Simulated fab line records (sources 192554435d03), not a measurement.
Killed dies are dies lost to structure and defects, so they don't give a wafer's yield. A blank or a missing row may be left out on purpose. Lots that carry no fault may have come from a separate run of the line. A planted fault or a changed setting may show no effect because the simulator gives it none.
Split-lot study :: flow n5 finfet :: on a route of 1938 steps: 7 lots, 39 wafers read

## ABOUT THE SPLIT
At N5_GATE_CUT_HM_DEP_46 (deposits SiO2 from TEOS/O2, target thk 130 nm, time 26.6 s), the setting target thk a was moved away from the recipe's 1300 angstrom on 18 of the 39 wafers read, by -59.1% to +55.3%. For the rest of the wafers, this setting stayed at what the recipe calls for.

## FROM THE SPLIT TO THE READING: what the file shows between them, 9 steps
- N5_GATE_CUT_COAT_34: time 60 s, resist thk 60 nm
- N5_GATE_CUT_COAT_35: time 60 s, resist thk 10 nm
- N5_GATE_CUT_STRIP_38: strips in N2/H2
- N5_GATE_CUT_STRIP_39: strips in N2/H2
- N5_GATE_CUT_HM_OPEN_40: chemistry C4F6/O2, target SiO2, target depth 139 nm, time 85.1 s
- N5_GATE_CUT_STRIP_41: strips in CF4
- N5_GATE_CUT_STRIP_42: strips in O2
- N5_GATE_CUT_ALD_22: deposits SiNx, target thk 16 nm, pulse time 1 s, ald cycles 320
- N5_GATE_CUT_CMP_23: polishes, stops on SiO2, t overpolish 23.4 s, target thk 16 nm

## THE READING
GC_FILL_THK at N5_GATE_CUT_THK_MEAS_24, in nm. Typical for fault-free wafers on this fab line: 219.9 nm, with standard deviation 2.2 nm.

wafer: L074.1
tool, chamber at the split: pecvd-03, 2
target thk a as run, angstrom: 1300
against the recipe: recipe
GC_FILL_THK, nm: 220.8
against lot-mates on the recipe: -

wafer: L074.3
tool, chamber at the split: pecvd-03, 0
target thk a as run, angstrom: 1300
against the recipe: recipe
GC_FILL_THK, nm: 218.9
against lot-mates on the recipe: -

wafer: L074.6
tool, chamber at the split: pecvd-03, 0
target thk a as run, angstrom: 1300
against the recipe: recipe
GC_FILL_THK, nm: 221.7
against lot-mates on the recipe: -

wafer: L080.1
tool, chamber at the split: pecvd-03, 1
target thk a as run, angstrom: 748.8
against the recipe: -42.4%
GC_FILL_THK, nm: 161.5
against lot-mates on the recipe: -58.9

wafer: L080.2
tool, chamber at the split: pecvd-03, 2
target thk a as run, angstrom: 748.8
against the recipe: -42.4%
GC_FILL_THK, nm: 168.1
against lot-mates on the recipe: -52.3

wafer: L080.3
tool, chamber at the split: pecvd-03, 0
target thk a as run, angstrom: 1300
against the recipe: recipe
GC_FILL_THK, nm: 216.4
against lot-mates on the recipe: -

wafer: L080.4
tool, chamber at the split: pecvd-03, 2
target thk a as run, angstrom: 1300
against the recipe: recipe
GC_FILL_THK, nm: 223.5
against lot-mates on the recipe: -

wafer: L080.5
tool, chamber at the split: pecvd-03, 1
target thk a as run, angstrom: 1300
against the recipe: recipe
GC_FILL_THK, nm: 221.4
against lot-mates on the recipe: -

wafer: L080.6
tool, chamber at the split: pecvd-03, 0
target thk a as run, angstrom: 748.8
against the recipe: -42.4%
GC_FILL_THK, nm: 162.5
against lot-mates on the recipe: -57.9

wafer: L082.1
tool, chamber at the split: pecvd-03, 0
target thk a as run, angstrom: 2019
against the recipe: +55.3%
GC_FILL_THK, nm: 288.4
against lot-mates on the recipe: +66.2

wafer: L082.2
tool, chamber at the split: pecvd-03, 2
target thk a as run, angstrom: 2019
against the recipe: +55.3%
GC_FILL_THK, nm: 293.9
against lot-mates on the recipe: +71.7

wafer: L082.3
tool, chamber at the split: pecvd-03, 1
target thk a as run, angstrom: 2019
against the recipe: +55.3%
GC_FILL_THK, nm: 292.0
against lot-mates on the recipe: +69.8

wafer: L082.4
tool, chamber at the split: pecvd-03, 2
target thk a as run, angstrom: 1300
against the recipe: recipe
GC_FILL_THK, nm: 222.4
against lot-mates on the recipe: -

wafer: L082.5
tool, chamber at the split: pecvd-03, 0
target thk a as run, angstrom: 1300
against the recipe: recipe
GC_FILL_THK, nm: 222.8
against lot-mates on the recipe: -

wafer: L082.6
tool, chamber at the split: pecvd-03, 1
target thk a as run, angstrom: 1300
against the recipe: recipe
GC_FILL_THK, nm: 221.4
against lot-mates on the recipe: -

wafer: L086.1
tool, chamber at the split: pecvd-02, 0
target thk a as run, angstrom: 531.2
against the recipe: -59.1%
GC_FILL_THK, nm: 143.7
against lot-mates on the recipe: -76.4

wafer: L086.2
tool, chamber at the split: pecvd-02, 1
target thk a as run, angstrom: 531.2
against the recipe: -59.1%
GC_FILL_THK, nm: 144.7
against lot-mates on the recipe: -75.4

wafer: L086.3
tool, chamber at the split: pecvd-02, 2
target thk a as run, angstrom: 1300
against the recipe: recipe
GC_FILL_THK, nm: 216.9
against lot-mates on the recipe: -

wafer: L086.4
tool, chamber at the split: pecvd-02, 0
target thk a as run, angstrom: 531.2
against the recipe: -59.1%
GC_FILL_THK, nm: 140.6
against lot-mates on the recipe: -79.5

wafer: L086.5
tool, chamber at the split: pecvd-02, 1
target thk a as run, angstrom: 1300
against the recipe: recipe
GC_FILL_THK, nm: 221.2
against lot-mates on the recipe: -

wafer: L086.6
tool, chamber at the split: pecvd-02, 2
target thk a as run, angstrom: 1300
against the recipe: recipe
GC_FILL_THK, nm: 222.3
against lot-mates on the recipe: -

wafer: L087.1
tool, chamber at the split: pecvd-04, 1
target thk a as run, angstrom: 1300
against the recipe: recipe
GC_FILL_THK, nm: 221.7
against lot-mates on the recipe: -

wafer: L087.2
tool, chamber at the split: pecvd-04, 2
target thk a as run, angstrom: 1300
against the recipe: recipe
GC_FILL_THK, nm: 217.0
against lot-mates on the recipe: -

wafer: L087.3
tool, chamber at the split: pecvd-04, 0
target thk a as run, angstrom: 1914
against the recipe: +47.2%
GC_FILL_THK, nm: 280.0
against lot-mates on the recipe: +59.7

wafer: L087.4
tool, chamber at the split: pecvd-04, 1
target thk a as run, angstrom: 1300
against the recipe: recipe
GC_FILL_THK, nm: 222.3
against lot-mates on the recipe: -

wafer: L087.5
tool, chamber at the split: pecvd-04, 2
target thk a as run, angstrom: 1914
against the recipe: +47.2%
GC_FILL_THK, nm: 284.1
against lot-mates on the recipe: +63.8

wafer: L087.6
tool, chamber at the split: pecvd-04, 0
target thk a as run, angstrom: 1914
against the recipe: +47.2%
GC_FILL_THK, nm: 285.4
against lot-mates on the recipe: +65.1

wafer: L095.1
tool, chamber at the split: pecvd-03, 0
target thk a as run, angstrom: 1693
against the recipe: +30.2%
GC_FILL_THK, nm: 258.2
against lot-mates on the recipe: +39.6

wafer: L095.2
tool, chamber at the split: pecvd-03, 1
target thk a as run, angstrom: 1693
against the recipe: +30.2%
GC_FILL_THK, nm: 258.1
against lot-mates on the recipe: +39.5

wafer: L095.3
tool, chamber at the split: pecvd-03, 2
target thk a as run, angstrom: 1300
against the recipe: recipe
GC_FILL_THK, nm: 218.7
against lot-mates on the recipe: -

wafer: L095.4
tool, chamber at the split: pecvd-03, 2
target thk a as run, angstrom: 1693
against the recipe: +30.2%
GC_FILL_THK, nm: 259.7
against lot-mates on the recipe: +41.1

wafer: L095.5
tool, chamber at the split: pecvd-03, 1
target thk a as run, angstrom: 1300
against the recipe: recipe
GC_FILL_THK, nm: 219.3
against lot-mates on the recipe: -

wafer: L095.6
tool, chamber at the split: pecvd-03, 0
target thk a as run, angstrom: 1300
against the recipe: recipe
GC_FILL_THK, nm: 217.8
against lot-mates on the recipe: -

wafer: L096.1
tool, chamber at the split: pecvd-02, 1
target thk a as run, angstrom: 1300
against the recipe: recipe
GC_FILL_THK, nm: 216.7
against lot-mates on the recipe: -

wafer: L096.2
tool, chamber at the split: pecvd-02, 0
target thk a as run, angstrom: 652.4
against the recipe: -49.8%
GC_FILL_THK, nm: 153.8
against lot-mates on the recipe: -65.0

wafer: L096.3
tool, chamber at the split: pecvd-02, 0
target thk a as run, angstrom: 652.4
against the recipe: -49.8%
GC_FILL_THK, nm: 155.1
against lot-mates on the recipe: -63.7

wafer: L096.4
tool, chamber at the split: pecvd-02, 1
target thk a as run, angstrom: 652.4
against the recipe: -49.8%
GC_FILL_THK, nm: 155.0
against lot-mates on the recipe: -63.8

wafer: L096.5
tool, chamber at the split: pecvd-02, 1
target thk a as run, angstrom: 1300
against the recipe: recipe
GC_FILL_THK, nm: 221.3
against lot-mates on the recipe: -

wafer: L096.6
tool, chamber at the split: pecvd-02, 0
target thk a as run, angstrom: 1300
against the recipe: recipe
GC_FILL_THK, nm: 218.3
against lot-mates on the recipe: -

FIT RESULTS
A straight line over all 39 wafers: GC_FILL_THK changes by +1.31 nm for each +1% of target thk a; r = +1.00; the points scatter about the line by 2.2 nm.
The same after taking each lot's own level away (the mean of its wafers on the recipe; 39 wafers): +1.3 nm for each +1%; r = +1.00; scatter 2.2 nm.
The reading moves by 77 nm for the largest change in target thk a, on that fit.
Measured against the standard deviation above, the lots' own levels, which go from 218.60 to 222.20 nm, span 1.6 times it.
The two slopes are in agreement: the lot-to-lot level therefore moves the slope only a little.
Check: -77 nm against its lot-mates is what the line predicts for one of the wafers moved furthest among these (-59.1%) when that wafer is left out of the fit. Against them it came out at -76.4 nm.

## OTHER SPLITS ON THESE WAFERS
Other splits were also applied to these wafers ahead of the reading. Each is held against what the fit with the lots' levels taken away leaves over:
other split on the same wafers: N5_ZERO_LAYER_DEVELOP_10 develop time s
wafers away from the commonest value: 15
r with GC_FILL_THK (lot level and that fit taken away): +0.00

other split on the same wafers: N5_SD_EPI_P_EPI_21 time s
wafers away from the commonest value: 12
r with GC_FILL_THK (lot level and that fit taken away): +0.23

other split on the same wafers: N5_SDB_ALD_29 ald cycles
wafers away from the commonest value: 12
r with GC_FILL_THK (lot level and that fit taken away): -0.29

## THE WHOLE CHAIN: every reading that the file lists as answering this split, in the file's order
step: N5_GATE_CUT_HM_DEP_46
what it does: deposits SiO2 from TEOS/O2, target thk 130 nm, time 26.6 s
reading: SiO2_of_GATE_CUT_HM_DEP_46.thk nm (the simulator's own value, which no gauge read)
change (the file's fit): +1.29 nm for each +1% of the setting
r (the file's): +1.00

step: N5_GATE_CUT_HM_OPEN_40
what it does: chemistry C4F6/O2, target SiO2, target depth 139 nm, time 85.1 s
reading: etch rf on time s
change (the file's fit): withheld for each +1% of the setting
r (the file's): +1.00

step: N5_GATE_CUT_HM_OPEN_40
what it does: chemistry C4F6/O2, target SiO2, target depth 139 nm, time 85.1 s
reading: etch.depth nm (the simulator's own value, which no gauge read)
change (the file's fit): +1.3 nm for each +1% of the setting
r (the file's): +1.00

step: N5_GATE_CUT_HM_OPEN_40
what it does: chemistry C4F6/O2, target SiO2, target depth 139 nm, time 85.1 s
reading: SOC_of_GATE_CUT_COAT_34.thk nm (the simulator's own value, which no gauge read)
change (the file's fit): -0.274 nm for each +1% of the setting
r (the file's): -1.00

step: N5_GATE_CUT_THK_MEAS_24
what it does: 
reading: GC_FILL_THK
change (the file's fit): +1.3 for each +1% of the setting
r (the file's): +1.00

step: N5_GATE_CUT_CMP_43
what it does: polishes SiO2
reading: SiO2_of_GATE_CUT_HM_DEP_46.thk nm (the simulator's own value, which no gauge read)
change (the file's fit): +0.0621 nm for each +1% of the setting
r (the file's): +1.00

## THE FILE'S OWN FIT
GC_FILL_THK changes by +1.3 nm for each +1% of target thk a, r = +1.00.
